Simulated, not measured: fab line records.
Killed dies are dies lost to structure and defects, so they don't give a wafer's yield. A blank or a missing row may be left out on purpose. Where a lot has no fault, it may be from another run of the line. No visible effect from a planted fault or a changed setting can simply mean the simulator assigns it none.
fab line records    flow nand-harc    part 1 of 2: steps 1 to 4 of 6
[record] lots = 22  wafers = 66  last-day = 33
route steps=1302 shown P_ZERO_WELL@19 P_GATE@124
lots that met no fault: taken from a fault-free run of the same line
start-h: hours from the record's first day to the start of the lot's first wafer shown    wait-h: how many hours have passed since the lot's step before this one    " the same as in the row above    L1.1+2: several wafers, shown together as one row    - no value, or no start was given    * or withheld: withheld    < > ~ a bound
route shown NAME@n: a module of which the file shows steps, and the number in the route of the first    usual: average and standard deviation across the fault-free wafers    same: alike in all rows    chamber/n: place in a boat    sites: readings site by site    _std_site: standard deviation of those values    _edge_site: inner sites' mean taken away from outer sites' mean    radius-mm: for every site, how far away it sits from the centre of the wafer    mask NAME#n: copy n    behind: the last tool/chamber to shape the wafer    hold: what put the lot on hold/how long, in hours/how the hold closed    device: transistor that didn't switch, given as n, p or np    end of line: the same wafers' tests at the end of the route    for a step that has no rows: nothing shown but its recipe    killed: not the wafer's yield, but the dies lost to structure and defects at the first sort    map: shows each die of a wafer: x if killed, . if not, _ if none is there
set.NAME: setting as actually run; set.NAME@STEP: the setting as run at that earlier step    model.NAME: the simulator's own value behind a step, which no gauge read
one table for each step of the route and one row for each wafer, over a sample of lots
services: a tool's chamber out of use, with start hour (start-h, from the record's first day; less than 0 if before it), hours out, and reason
[[steps]]
[step NHARC_P_ZERO_WELL_ETCH_63]
[recipe] target-depth-a = 1200  time-s = 40.1  hbr-flow-sccm = 150  cl2-flow-sccm = 50  rf-w = 400  icp-w = 400  bias-w = 100  chemistry = HBr/Cl2
[usual] bias-w = 100.0/0.31  drypump-motor-current-A = 5.6/0.37  hbr-flow-sccm = 150.0/0.46  he-backside-leak-sccm = 2.77/0.2  oes-product-au = 0.998/0.0091  throttle-valve-pct = 26.406/0.0087
lot.wafer  tool       chamber  start-h  wait-h  bias-w  drypump-motor-current-A  hbr-flow-sccm  he-backside-leak-sccm  oes-product-au  rf-hours-counter-h  throttle-valve-pct
L074.1     rie-si-06  0        21.68    -       99.9    5.4                      150.2          3.01                   0.991           0.7                 26.410
L074.6     "          2        "        "       100.1   6.3                      149.3          2.83                   0.989           -                   26.399
L074.5     "          3        "        "       100.3   5.8                      151.1          2.64                   0.984           -                   26.424
L075.2     rie-si-03  1        32.68    -       99.7    5.8                      149.7          2.91                   1.004           0.9                 26.402
L075.4     "          3        "        "       99.5    5.2                      149.9          2.67                   0.997           1.1                 26.419
L075.5     "          1        "        "       99.6    5.8                      149.8          3.12                   1.007           -                   26.399
L076.1     rie-si-03  3        41.66    -       99.8    5.1                      149.7          2.68                   1.011           1.1                 26.410
L076.2     "          2        "        "       100.0   5.2                      150.0          2.41                   0.994           1.0                 26.420
L076.4     "          3        "        "       100.1   5.1                      149.9          2.71                   1.020           -                   26.399
L077.4     rie-si-06  0        51.59    -       99.8    5.4                      150.5          3.06                   0.978           0.9                 26.413
L077.3     "          3        "        "       100.1   5.8                      150.9          2.51                   0.989           0.8                 26.407
L077.5     "          0        "        "       99.7    5.4                      150.7          3.21                   0.976           -                   26.404
L078.1     rie-si-03  3        61.80    -       100.2   5.1                      149.8          2.72                   0.993           0.0                 26.401
L078.3     "          0        "        "       100.6   5.7                      150.2          2.87                   0.999           0.0                 26.386
L078.4     "          2        "        "       100.1   5.3                      149.5          2.40                   0.991           0.0                 26.410
L079.1     rie-si-03  2        71.66    -       100.1   5.3                      149.8          2.49                   0.995           0.1                 26.410
L079.3     "          3        "        "       99.7    5.1                      150.1          2.68                   1.004           0.1                 26.409
L079.2     "          1        "        "       100.2   5.7                      149.9          2.88                   1.008           0.1                 26.404
L080.2     rie-si-06  2        81.57    -       100.1   6.3                      149.4          2.93                   1.002           0.0                 26.414
L080.3     "          3        "        "       99.7    5.8                      150.5          2.38                   0.997           0.0                 26.419
L080.5     "          0        "        "       100.4   5.4                      150.1          3.18                   0.994           -                   26.402
L082.2     rie-si-06  3        101.95   -       100.0   5.8                      150.0          2.57                   0.991           0.2                 26.396
L082.4     "          1        "        "       100.1   6.3                      150.1          2.97                   1.004           0.1                 26.408
L082.5     "          0        "        "       100.3   5.4                      149.8          3.04                   0.994           -                   26.395
L083.2     rie-si-02  3        111.67   -       99.7    5.6                      150.3          2.86                   0.988           0.0                 26.405
L083.3     "          1        "        "       99.9    5.1                      150.1          2.58                   0.994           0.0                 26.413
L083.6     "          3        "        "       99.9    5.6                      150.2          2.95                   0.995           -                   26.411
L084.3     rie-si-02  3        121.64   -       100.3   5.6                      149.8          2.75                   0.995           0.1                 26.415
L084.6     "          3        "        "       100.7   5.6                      149.8          2.89                   1.000           -                   26.403
L084.5     "          0        "        "       99.1    5.5                      150.7          2.83                   0.984           -                   26.394
L086.2     rie-si-06  3        142.17   -       100.0   5.8                      150.7          2.46                   0.978           0.4                 26.420
L086.6     "          0        "        "       100.1   5.4                      149.5          2.96                   0.991           -                   26.399
L086.5     "          1        "        "       99.6    6.2                      149.7          2.73                   0.986           -                   26.405
L087.3     rie-si-02  3        151.53   -       99.3    5.6                      149.1          2.70                   1.001           0.4                 26.406
L087.6     "          3        "        "       99.5    5.6                      149.6          2.87                   1.001           -                   26.421
L087.5     "          2        "        "       99.9    5.8                      149.9          2.86                   1.004           -                   26.411
L088.1     rie-si-06  1        161.52   -       99.9    6.2                      149.8          2.97                   0.991           0.5                 26.394
L088.3     "          0        "        "       99.2    5.4                      150.3          3.08                   1.010           0.5                 26.407
L088.6     "          1        "        "       100.0   6.2                      150.0          2.87                   0.995           -                   26.419
L089.1     rie-si-06  3        171.67   -       99.4    5.8                      149.9          2.47                   0.987           0.5                 26.401
L089.4     "          0        "        "       100.0   5.4                      149.5          2.90                   1.005           0.6                 26.408
L089.5     "          3        "        "       100.0   5.8                      150.1          2.46                   0.995           -                   26.402
L090.2     rie-si-02  1        181.56   -       99.8    5.1                      150.1          2.78                   0.991           0.5                 26.397
L090.3     "          2        "        "       99.7    5.8                      150.3          2.95                   1.010           0.5                 26.413
L090.6     "          2        "        "       99.7    5.7                      150.4          2.82                   1.008           -                   26.413
L091.4     rie-si-02  2        192.06   -       100.0   5.8                      150.2          2.58                   1.014           0.6                 26.423
L091.3     "          3        "        "       100.4   5.6                      150.4          2.75                   0.997           0.6                 26.409
L091.5     "          3        "        "       99.9    5.6                      151.2          2.85                   0.994           -                   26.401
L092.2     rie-si-03  3        201.71   -       99.8    5.1                      150.4          2.67                   1.000           0.9                 26.416
L092.1     "          0        "        "       100.2   5.7                      150.4          2.89                   1.013           0.9                 26.399
L092.5     "          2        "        "       100.1   5.3                      149.0          2.51                   0.995           -                   26.411
L093.1     rie-si-03  1        211.71   -       100.0   5.7                      150.4          3.09                   0.998           0.9                 26.408
L093.6     "          3        "        "       99.6    5.1                      148.9          2.73                   0.996           -                   26.426
L093.5     "          0        "        "       99.9    5.7                      148.9          2.84                   1.005           -                   26.395
L094.1     rie-si-02  2        221.67   -       99.9    5.7                      150.6          2.79                   1.014           0.8                 26.413
L094.2     "          0        "        "       101.0   5.5                      150.6          2.78                   0.991           0.3                 26.408
L094.5     "          3        "        "       99.6    5.6                      150.5          2.89                   1.002           -                   26.407
L095.4     rie-si-06  3        231.69   -       100.1   5.8                      150.4          2.40                   0.990           0.9                 26.395
L095.2     "          1        "        "       100.1   6.2                      150.0          2.84                   1.004           0.9                 26.412
L095.5     "          0        "        "       100.1   5.4                      149.8          2.81                   0.996           -                   26.411
L096.2     rie-si-02  1        241.75   -       100.0   5.1                      149.7          2.51                   1.004           0.8                 26.415
L096.4     "          2        "        "       100.3   5.7                      150.2          2.72                   1.001           0.9                 26.413
L096.3     "          3        "        "       99.7    5.6                      150.0          2.85                   0.991           0.9                 26.407
L097.2     rie-si-02  3        251.68   -       99.9    5.5                      150.0          2.67                   0.994           0.9                 26.408
L097.3     "          0        "        "       100.2   5.5                      149.6          2.86                   0.978           0.4                 26.413
L097.6     "          1        "        "       99.3    5.1                      149.4          2.58                   0.997           -                   26.407
[step NHARC_P_ZERO_WELL_DESCUM_26]
[recipe] time-s = 3  o2-flow-sccm = 200  ar-flow-sccm = 0  bias-power-w = 0  chemistry = O2
[usual] drypump-motor-current-A = 5.7/0.34  oes-product-au = 0.996/0.01  rf-vpp-V = 57.8/0.96  showerhead-plenum-p-Torr = 1.94/0.083  throttle-valve-pct = 11.311/0.01
lot.wafer  tool         chamber  start-h  wait-h  drypump-motor-current-A  oes-product-au  rf-hours-counter-h  rf-vpp-V  showerhead-plenum-p-Torr  throttle-valve-pct
L074.1     rie-diel-13  2        22.77    -       5.6                      0.995           5                   57.6      1.97                      11.301
L074.6     "            3        "        "       5.9                      0.998           -                   56.6      1.97                      11.301
L074.5     "            0        "        "       5.3                      0.992           -                   58.8      1.99                      11.325
L075.4     rie-diel-06  3        33.80    -       5.3                      0.988           29                  57.9      1.94                      11.317
L075.2     "            1        "        "       5.6                      0.995           27                  59.2      1.80                      11.322
L075.5     "            0        "        "       5.3                      1.021           -                   58.1      1.87                      11.314
L076.2     rie-diel-01  3        42.77    -       6.1                      0.988           1                   58.2      2.08                      11.321
L076.1     "            0        "        "       5.4                      0.995           1                   56.7      1.77                      11.315
L076.4     "            2        "        "       5.5                      0.973           1                   59.4      1.93                      11.317
L077.3     rie-diel-13  2        52.55    -       5.5                      1.005           16                  56.6      1.96                      11.326
L077.4     "            0        "        "       5.2                      0.987           14                  57.8      1.99                      11.317
L077.5     "            3        "        "       5.9                      1.002           -                   58.4      1.97                      11.318
L078.1     rie-diel-13  2        62.88    -       5.5                      1.018           21                  57.9      1.96                      11.322
L078.4     "            3        "        "       5.9                      1.005           19                  58.5      1.97                      11.313
L078.3     "            1        "        "       5.9                      0.986           24                  58.9      2.07                      11.311
L079.1     rie-diel-06  1        72.75    -       5.6                      0.984           33                  56.8      1.80                      11.301
L079.2     "            2        "        "       6.2                      0.981           37                  57.6      1.96                      11.304
L079.3     "            0        "        "       5.2                      1.014           44                  57.3      1.87                      11.318
L080.2     rie-diel-13  0        82.65    -       5.3                      0.983           21                  60.1      1.99                      11.309
L080.3     "            1        "        "       5.9                      0.980           28                  57.7      2.07                      11.298
L080.5     "            3        "        "       5.9                      0.994           -                   57.4      1.97                      11.313
L082.4     rie-diel-06  0        102.93   -       5.2                      1.012           51                  58.8      1.87                      11.295
L082.2     "            2        "        "       6.3                      0.987           46                  55.7      1.96                      11.300
L082.5     "            0        "        "       5.2                      1.016           -                   56.9      1.87                      11.301
L083.2     rie-diel-01  3        112.63   -       6.1                      1.007           27                  59.3      2.07                      11.304
L083.3     "            2        "        "       5.5                      0.985           26                  57.0      1.92                      11.311
L083.6     "            1        "        "       6.0                      0.997           -                   58.9      1.96                      11.301
L084.3     rie-diel-01  1        122.64   -       6.0                      0.997           26                  57.2      1.96                      11.309
L084.5     "            2        "        "       5.5                      0.993           -                   57.5      1.92                      11.291
L084.6     "            3        "        "       6.1                      0.998           -                   58.7      2.07                      11.311
L086.2     rie-diel-13  2        143.11   -       5.5                      1.000           45                  57.9      1.96                      11.311
L086.6     "            0        "        "       5.2                      0.982           -                   57.7      1.98                      11.288
L086.5     "            1        "        "       5.9                      0.973           -                   58.1      2.06                      11.310
L087.3     rie-diel-01  3        152.70   -       6.1                      1.002           42                  59.7      2.06                      11.308
L087.5     "            0        "        "       5.4                      1.005           -                   57.9      1.76                      11.307
L087.6     "            1        "        "       6.0                      1.003           -                   58.1      1.96                      11.316
L088.3     rie-diel-13  1        162.61   -       5.9                      0.985           56                  57.8      2.06                      11.311
L088.1     "            2        "        "       5.5                      0.987           52                  56.3      1.95                      11.317
L088.6     "            2        "        "       5.5                      1.000           -                   57.9      1.95                      11.302
L089.1     rie-diel-06  0        172.75   -       5.3                      1.011           8                   57.8      1.86                      11.304
L089.4     "            1        "        "       5.6                      0.996           8                   56.8      1.79                      11.314
L089.5     "            1        "        "       5.6                      1.000           -                   57.6      1.79                      11.323
L090.3     rie-diel-01  1        183.32   -       6.0                      1.003           50                  58.6      1.95                      11.315
L090.2     "            2        "        "       5.5                      0.983           53                  56.7      1.91                      11.294
L090.6     "            0        "        "       5.4                      1.003           -                   58.5      1.76                      11.319
L091.4     rie-diel-01  2        193.16   -       5.5                      0.999           56                  58.5      1.91                      11.299
L091.3     "            0        "        "       5.4                      0.991           49                  55.9      1.76                      11.299
L091.5     "            1        "        "       6.0                      1.003           -                   57.5      1.95                      11.314
L092.1     rie-diel-06  1        202.78   -       5.6                      0.993           19                  56.3      1.79                      11.341
L092.2     "            2        "        "       6.2                      0.985           17                  58.8      1.95                      11.307
L092.5     "            0        "        "       5.2                      0.999           -                   56.6      1.86                      11.305
L093.1     rie-diel-13  3        212.82   -       5.9                      1.010           16                  58.2      1.95                      11.312
L093.6     "            0        "        "       5.3                      0.991           -                   57.9      1.97                      11.290
L093.5     "            2        "        "       5.5                      1.014           -                   57.5      1.95                      11.304
L094.1     rie-diel-01  3        222.63   -       6.1                      1.002           3                   56.4      2.06                      11.330
L094.2     "            2        "        "       5.5                      0.975           3                   57.8      1.91                      11.298
L094.5     "            3        "        "       6.1                      0.993           -                   58.0      2.06                      11.314
L095.2     rie-diel-13  0        232.84   -       5.3                      0.998           23                  58.0      1.97                      11.274
L095.4     "            1        "        "       5.9                      0.998           9                   59.7      2.05                      11.300
L095.5     "            0        "        "       5.3                      0.998           -                   59.0      1.97                      11.315
L096.2     rie-diel-13  3        242.83   -       5.9                      1.014           26                  57.8      1.95                      11.322
L096.3     "            0        "        "       5.3                      0.997           26                  58.4      1.97                      11.317
L096.4     "            1        "        "       5.9                      0.989           14                  59.2      2.05                      11.315
L097.2     rie-diel-06  2        252.75   -       6.2                      0.997           41                  58.8      1.94                      11.306
L097.3     "            0        "        "       5.2                      0.999           37                  57.6      1.85                      11.310
L097.6     "            1        "        "       5.6                      0.991           -                   57.0      1.78                      11.329
[step NHARC_P_GATE_DESCUM_13]
[recipe] time-s = 3  o2-flow-sccm = 200  ar-flow-sccm = 0  bias-power-w = 0  chemistry = O2
[usual] drypump-motor-current-A = 5.6/0.58  oes-product-au = 1.002/0.011  rf-vpp-V = 58.0/0.91  showerhead-plenum-p-Torr = 1.95/0.078  throttle-valve-pct = 11.310/0.01
lot.wafer  tool         chamber  start-h  wait-h  drypump-motor-current-A  oes-product-au  rf-hours-counter-h  rf-vpp-V  showerhead-plenum-p-Torr  throttle-valve-pct
L074.1     rie-diel-07  2        81.81    -       6.0                      0.999           7.3                 59.0      2.05                      11.299
L074.5     "            1        "        "       5.1                      0.998           -                   57.7      1.89                      11.326
L074.6     "            2        "        "       6.0                      0.995           -                   58.5      2.05                      11.294
L076.4     rie-diel-05  0        95.48    -       5.4                      0.997           2.9                 57.9      1.94                      11.308
L076.1     "            1        "        "       5.6                      0.982           3.0                 57.4      1.82                      11.315
L076.2     "            2        "        "       5.2                      0.982           3.4                 56.9      1.94                      11.298
L075.2     rie-diel-07  2        95.65    -       6.0                      0.986           7.5                 59.2      2.05                      11.305
L075.4     "            3        "        "       6.5                      1.010           8.8                 57.9      1.88                      11.323
L075.5     "            0        "        "       6.7                      0.985           -                   57.1      1.90                      11.303
L077.3     rie-diel-07  1        107.08   -       5.1                      0.993           5.0                 58.6      1.89                      11.324
L077.4     "            2        "        "       6.0                      0.989           7.9                 58.8      2.05                      11.305
L077.5     "            2        "        "       6.0                      0.998           -                   56.4      2.05                      11.324
L078.3     rie-diel-12  1        119.02   -       5.6                      1.003           0.9                 59.1      1.98                      11.293
L078.1     "            2        "        "       5.7                      0.999           1.0                 57.1      2.05                      11.316
L078.4     "            0        "        "       5.0                      1.006           0.9                 57.2      2.06                      11.318
L079.3     rie-diel-12  1        130.09   -       5.7                      1.000           2.1                 58.7      1.98                      11.308
L079.2     "            2        "        "       5.8                      1.001           2.1                 59.3      2.05                      11.315
L079.1     "            0        "        "       5.0                      1.007           2.0                 58.0      2.06                      11.319
L080.2     rie-diel-05  3        142.51   -       5.8                      1.006           5.6                 57.6      1.93                      11.306
L080.3     "            1        "        "       5.6                      0.988           6.8                 55.7      1.82                      11.304
L080.5     "            3        "        "       5.8                      1.007           -                   57.7      1.93                      11.314
L082.2     rie-diel-07  3        169.61   -       6.5                      0.998           1.5                 57.2      1.88                      11.319
L082.4     "            2        "        "       6.0                      1.009           1.9                 58.3      2.05                      11.318
L082.5     "            3        "        "       6.5                      1.002           -                   58.7      1.88                      11.313
L083.2     rie-diel-07  1        176.97   -       5.1                      0.999           2.9                 57.8      1.89                      11.308
L083.3     "            3        "        "       6.5                      1.005           2.4                 57.0      1.88                      11.306
L083.6     "            1        "        "       5.1                      1.004           -                   58.9      1.89                      11.319
L084.3     rie-diel-12  2        191.01   -       5.8                      1.005           4.5                 59.6      2.05                      11.305
L084.6     "            1        "        "       5.6                      1.012           -                   57.0      1.98                      11.300
L084.5     "            2        "        "       5.8                      1.003           -                   59.5      2.05                      11.324
L086.2     rie-diel-05  3        202.28   -       5.8                      1.023           8.6                 57.3      1.93                      11.317
L086.5     "            3        "        "       5.8                      1.014           -                   58.1      1.93                      11.317
L086.6     "            0        "        "       5.3                      0.988           -                   58.4      1.93                      11.312
L087.3     rie-diel-12  0        212.24   -       5.0                      1.012           7.2                 57.5      2.06                      11.309
L087.6     "            0        "        "       5.0                      1.005           -                   57.8      2.06                      11.299
L087.5     "            1        "        "       5.6                      1.011           -                   57.4      1.98                      11.312
L088.1     rie-diel-07  1        228.32   -       5.1                      0.997           5.4                 56.5      1.89                      11.291
L088.3     "            3        "        "       6.5                      1.008           4.6                 57.7      1.88                      11.306
L088.6     "            1        "        "       5.1                      1.002           -                   59.1      1.89                      11.329
L089.4     rie-diel-07  1        236.39   -       5.1                      1.004           6.1                 58.6      1.89                      11.285
L089.1     "            2        "        "       6.0                      1.012           6.3                 58.7      2.05                      11.308
L089.5     "            2        "        "       6.0                      0.998           -                   57.1      2.05                      11.319
L090.2     rie-diel-12  1        240.80   -       5.6                      1.010           9.0                 58.5      1.98                      11.305
L090.3     "            2        "        "       5.8                      0.997           7.6                 57.7      2.05                      11.331
L090.6     "            1        "        "       5.6                      1.016           -                   56.9      1.98                      11.328
L091.3     rie-diel-12  1        251.56   -       5.6                      1.004           9.2                 58.9      1.98                      11.302
L091.4     "            2        "        "       5.8                      0.984           7.8                 59.0      2.05                      11.298
L091.5     "            3        "        "       4.6                      1.019           -                   57.5      1.85                      11.327
L093.1     rie-diel-12  2        266.06   -       5.8                      0.993           7.9                 57.2      2.05                      11.315
L093.5     "            1        "        "       5.6                      1.006           -                   57.6      1.98                      11.330
L093.6     "            2        "        "       5.8                      1.001           -                   58.0      2.05                      11.302
L092.1     rie-diel-12  0        266.24   -       5.0                      1.009           9.3                 57.6      2.06                      11.300
L092.2     "            1        "        "       5.7                      0.990           9.4                 58.5      1.98                      11.322
L092.5     "            3        "        "       4.6                      1.004           -                   57.0      1.85                      11.301
L094.1     rie-diel-07  3        279.24   -       6.5                      0.997           8.1                 57.1      1.88                      11.306
L094.2     "            0        "        "       6.6                      0.986           7.2                 57.4      1.90                      11.312
L094.5     "            2        "        "       6.0                      0.997           -                   58.9      2.05                      11.318
L095.2     rie-diel-05  0        287.65   -       5.3                      0.999           2.5                 59.2      1.93                      11.307
L095.4     "            1        "        "       5.6                      1.013           2.6                 58.6      1.82                      11.306
L095.5     "            0        "        "       5.3                      1.009           -                   57.7      1.93                      11.325
L096.2     rie-diel-05  1        298.57   -       5.6                      1.007           3.6                 56.8      1.82                      11.320
L096.3     "            3        "        "       5.8                      1.018           4.1                 58.8      1.93                      11.309
L096.4     "            0        "        "       5.4                      1.001           3.0                 57.9      1.93                      11.310
L097.2     rie-diel-07  3        314.35   -       6.5                      1.009           1.0                 57.3      1.88                      11.304
L097.3     "            0        "        "       6.7                      0.999           1.3                 59.2      1.90                      11.310
L097.6     "            3        "        "       6.5                      1.007           -                   58.8      1.88                      11.317
[step NHARC_P_GATE_INSPECT_28]
[usual] raw-defect-count = 6.1/3
lot.wafer  tool               chamber  start-h  wait-h  raw-defect-count
L074.1     defect-inspect-02  -        96.33    0.0     4
L074.5     "                  -        "        "       3
L074.6     "                  -        "        "       6
L075.2     defect-inspect-02  -        109.58   0.0     2
L075.4     "                  -        "        "       6
L075.5     "                  -        "        "       6
L076.1     defect-inspect-01  -        109.73   0.0     7
L076.2     "                  -        "        "       1
L076.4     "                  -        "        "       2
L077.3     defect-inspect-01  -        127.71   0.0     1
L077.4     "                  -        "        "       5
L077.5     "                  -        "        "       4
L078.1     defect-inspect-01  -        134.91   0.0     4
L078.3     "                  -        "        "       3
L078.4     "                  -        "        "       8
L079.1     defect-inspect-01  -        147.97   0.0     9
L079.2     "                  -        "        "       9
L079.3     "                  -        "        "       4
L080.2     defect-inspect-02  -        161.03   0.0     9
L080.3     "                  -        "        "       8
L080.5     "                  -        "        "       14
L082.2     defect-inspect-01  -        186.15   0.0     4
L082.4     "                  -        "        "       5
L082.5     "                  -        "        "       11
L083.2     defect-inspect-02  -        193.62   0.0     4
L083.3     "                  -        "        "       12
L083.6     "                  -        "        "       4
L084.3     defect-inspect-01  -        207.98   0.0     4
L084.5     "                  -        "        "       6
L084.6     "                  -        "        "       8
L086.2     defect-inspect-02  -        216.19   0.0     10
L086.5     "                  -        "        "       2
L086.6     "                  -        "        "       8
L087.3     defect-inspect-01  -        227.49   0.0     3
L087.5     "                  -        "        "       7
L087.6     "                  -        "        "       8
L088.1     defect-inspect-01  -        243.59   0.0     4
L088.3     "                  -        "        "       5
L088.6     "                  -        "        "       5
L089.1     defect-inspect-01  -        254.48   0.0     7
L089.4     "                  -        "        "       7
L089.5     "                  -        "        "       9
L090.2     defect-inspect-01  -        257.65   0.0     11
L090.3     "                  -        "        "       11
L090.6     "                  -        "        "       7
L091.3     defect-inspect-01  -        270.31   0.0     8
L091.4     "                  -        "        "       9
L091.5     "                  -        "        "       10
L092.1     defect-inspect-01  -        280.08   0.0     7
L092.2     "                  -        "        "       4
L092.5     "                  -        "        "       3
L093.1     defect-inspect-01  -        280.51   0.0     7
L093.5     "                  -        "        "       3
L093.6     "                  -        "        "       5
L094.1     defect-inspect-01  -        294.36   0.0     5
L094.2     "                  -        "        "       2
L094.5     "                  -        "        "       9
L095.2     defect-inspect-02  -        304.71   0.0     9
L095.4     "                  -        "        "       4
L095.5     "                  -        "        "       6
L096.2     defect-inspect-02  -        313.59   0.0     4
L096.3     "                  -        "        "       4
L096.4     "                  -        "        "       13
L097.2     defect-inspect-02  -        328.24   0.0     6
L097.3     "                  -        "        "       6
L097.6     "                  -        "        "       2
